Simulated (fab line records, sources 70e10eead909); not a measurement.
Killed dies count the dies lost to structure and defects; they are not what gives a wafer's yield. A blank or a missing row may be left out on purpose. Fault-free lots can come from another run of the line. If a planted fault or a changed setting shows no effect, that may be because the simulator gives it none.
Chamber matching | flow nand harc | cmp-03 running NHARC_P_M0_CMP_23: 4 sister chambers
The step polishes, t overpolish 20 s, target thk 117.54 nm. 4 wafers are shown with their chamber, then 9 later ones without.

== EACH WAFER AND ITS CHAMBER ==
wafer  | chamber | motor current A (A)
L084.1 | 2       | 13.3
L085.1 | 0       | 12.5
L085.3 | 3       | 11.6
L085.6 | 1       | 13.8

== WAFERS WHOSE CHAMBER IS MISSING ==
wafer  | motor current A (A)
L087.1 | 10.6
L087.2 | 11.2
L087.6 | 13.7
L092.1 | 14.1
L092.3 | 11.1
L092.5 | 14.6
L093.3 | 13.8
L093.5 | 11.0
L093.6 | 11.9

== THE CHAMBER EACH PASSED THROUGH ==
wafer  | from the rows above     | in truth
L087.1 | can't be placed: 3 or 0 | 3
L087.2 | can't be placed: 3 or 0 | 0
L087.6 | can't be placed: 1 or 2 | 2
L092.1 | can't be placed: 1 or 2 | 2
L092.3 | can't be placed: 3 or 0 | 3
L092.5 | can't be placed: 1 or 2 | 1
L093.3 | can't be placed: 1 or 2 | 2
L093.5 | can't be placed: 3 or 0 | 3
L093.6 | can't be placed: 3 or 0 | 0
Correct placement for 0 of the 9. These rows do not allow placing 9 (true chamber among the candidates in 9). Placed wrongly: 0.
How it was worked out, from the rows above alone: a wafer's distance from a chamber is the root of the sum, over the readings, of the square of ((its reading less the chamber's mean) divided by the reading's scatter). If the next closest chamber is less than 2 further off than the closest, the wafer can't be placed; otherwise it belongs to the closest. For every chamber, the mean is computed from those of its wafers that are shown. The scatter: root of mean squared gap, hidden wafer to nearest shown wafer, with one shown wafer a chamber.
